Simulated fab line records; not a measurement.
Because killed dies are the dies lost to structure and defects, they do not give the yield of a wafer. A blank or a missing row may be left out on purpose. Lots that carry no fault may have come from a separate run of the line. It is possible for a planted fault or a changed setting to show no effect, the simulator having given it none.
Code-filled problem report in 8D (eight disciplines) form	flow nand harc	the parts of the form that need people (team, actions taken, sign-off) are left out

1. THE ISSUE
Wafers without a fault read 276, standard deviation 96; raw defect count at NHARC_P_M0_INSPECT_27 reads a mean of 1150 on 6 wafers belonging to 2 lots. That is +9.1 standard deviations from the usual mean.
First observed at day 13 23:52: wafer L745.1, on defect inspect-02. The record has a number at this step for 36 wafers belonging to 12 lots. By rule, "out" or "out of limits" means more than 4 standard deviations away from the usual mean. Any other wafer with a number is counted as sound.

2. WHAT IT IS AND WHAT IT IS NOT
question	is	is not
which readings at this step	raw defect count	-
which lots	L745, L746	L727, L728, L729, L732, L734, L735, L738, L740, L742, L747
which wafers of those lots	all that have a number	-
read on which gauges	defect inspect-02	defect inspect-01
when	from day 13 23:52	up to then (27 sound wafers); but 3 sound wafers of L747 came after

3. THE SUSPECTS, EACH WITH WHAT RULES IT OUT
Counting: a tool at any process step up to the reading remains a suspect when it ran all the lots that are out and ran no sound lot after the first of those.
- ruled out: the gauge at NHARC_P_M0_INSPECT_27. All the wafers that are out were read on defect inspect-02, but those of them that NHARC_END_SORT_01 has rows for are out there too, on other tools.
- cmp-02 at NHARC_P_M0_CMP_23 (polishes, t overpolish 20 s, target thk 117.54 nm): kept. It processed each lot that is out, first L745 at day 13 23:23, and no sound lot thereafter; up to then, the last sound lot it processed was L738 at day 11 08:34.
Remaining after the count: cmp-02 at NHARC_P_M0_CMP_23.

4. THE CAUSE (what the simulator had put in)
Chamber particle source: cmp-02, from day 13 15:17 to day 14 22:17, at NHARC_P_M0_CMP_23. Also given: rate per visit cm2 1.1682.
This tool alone remained once counting was done.

5. THE EFFECT CHAIN, in route order
Each row: a reading whose mean over the struck wafers that have a number lies more than 3 standard deviations from the usual. Scope: only readings with a usual standard deviation given in the record; hours: median across lots of the time from each lot's start at the first step in this table that gives one to its start at this step; sigmas: change in usual standard deviations.
hours	step	reading	usual	on struck wafers	change	sigmas
0	NHARC_P_M0_INSPECT_27	raw defect count	276	1150	+874	+9.1
2	NHARC_P_M1_INSPECT_11	raw defect count	4	779	+775	+99 or more
449	NHARC_END_SORT_01	defect limited yield	91 %	30	-61	-19
449	NHARC_END_SORT_01	killed at periphery	3.9	432.2	+428.3	+99 or more
449	NHARC_END_SORT_01	killed dies	58	475	+417	+20

6. HOW IT WOULD HAVE BEEN CAUGHT EARLIER
9 hours passed between the start of the fault at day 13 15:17 and the first reading out of limits at a measuring or inspecting step in this record, taken at day 13 23:52.
An alarm limit of 4 standard deviations would not have fired on the tool readings at NHARC_P_M0_CMP_23 for which the record gives a usual standard deviation, since none of them was out on any struck wafer.
Among the 2 lots that are out, L746 began NHARC_P_M0_CMP_23 on cmp-02 after day 13 23:52. A tool hold placed at that time would have kept it from harm.
